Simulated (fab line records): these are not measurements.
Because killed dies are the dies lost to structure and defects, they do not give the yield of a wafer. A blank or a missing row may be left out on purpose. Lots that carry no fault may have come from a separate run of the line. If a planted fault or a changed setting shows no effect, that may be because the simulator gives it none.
Chamber matching / flow n5Finfet / N5_GATE_CUT_STRIP_41 on rieDiel-04 has 4 sister chambers
The step strips in CF4. 4 wafers are shown with their chamber, then 7 later ones without.

## EACH WAFER AND ITS CHAMBER
wafer=L089.4; chamber=0; showerheadPlenumPTorr (Torr)=1.68
wafer=L089.6; chamber=3; showerheadPlenumPTorr (Torr)=1.76
wafer=L092.1; chamber=2; showerheadPlenumPTorr (Torr)=1.85
wafer=L092.4; chamber=1; showerheadPlenumPTorr (Torr)=1.81

## WAFERS WITH NO CHAMBER GIVEN
wafer=L092.5; showerheadPlenumPTorr (Torr)=1.75
wafer=L097.2; showerheadPlenumPTorr (Torr)=1.81
wafer=L097.3; showerheadPlenumPTorr (Torr)=1.75
wafer=L097.5; showerheadPlenumPTorr (Torr)=1.85
wafer=L096.3; showerheadPlenumPTorr (Torr)=1.75
wafer=L096.4; showerheadPlenumPTorr (Torr)=1.68
wafer=L096.6; showerheadPlenumPTorr (Torr)=1.81

## WHICH CHAMBER EACH ONE RAN IN
wafer=L092.5; from the rows above=3; in truth=3
wafer=L097.2; from the rows above=1; in truth=1
wafer=L097.3; from the rows above=3; in truth=3
wafer=L097.5; from the rows above=2; in truth=2
wafer=L096.3; from the rows above=3; in truth=3
wafer=L096.4; from the rows above=0; in truth=0
wafer=L096.6; from the rows above=1; in truth=1
Placed correctly: 7 of 7. Not placeable from these rows: 0. Placed wrongly: 0.
How it was worked out, from the rows above alone: a wafer's distance from a chamber is the root of the sum, over the readings, of the square of ((its reading less the chamber's mean) divided by the reading's scatter). The wafer belongs to the nearest chamber; if the next one is less than 2 further off, it can't be placed. The mean given for a chamber averages the wafers shown for that chamber. The scatter: root of mean squared gap, hidden wafer to nearest shown wafer, with one shown wafer a chamber.
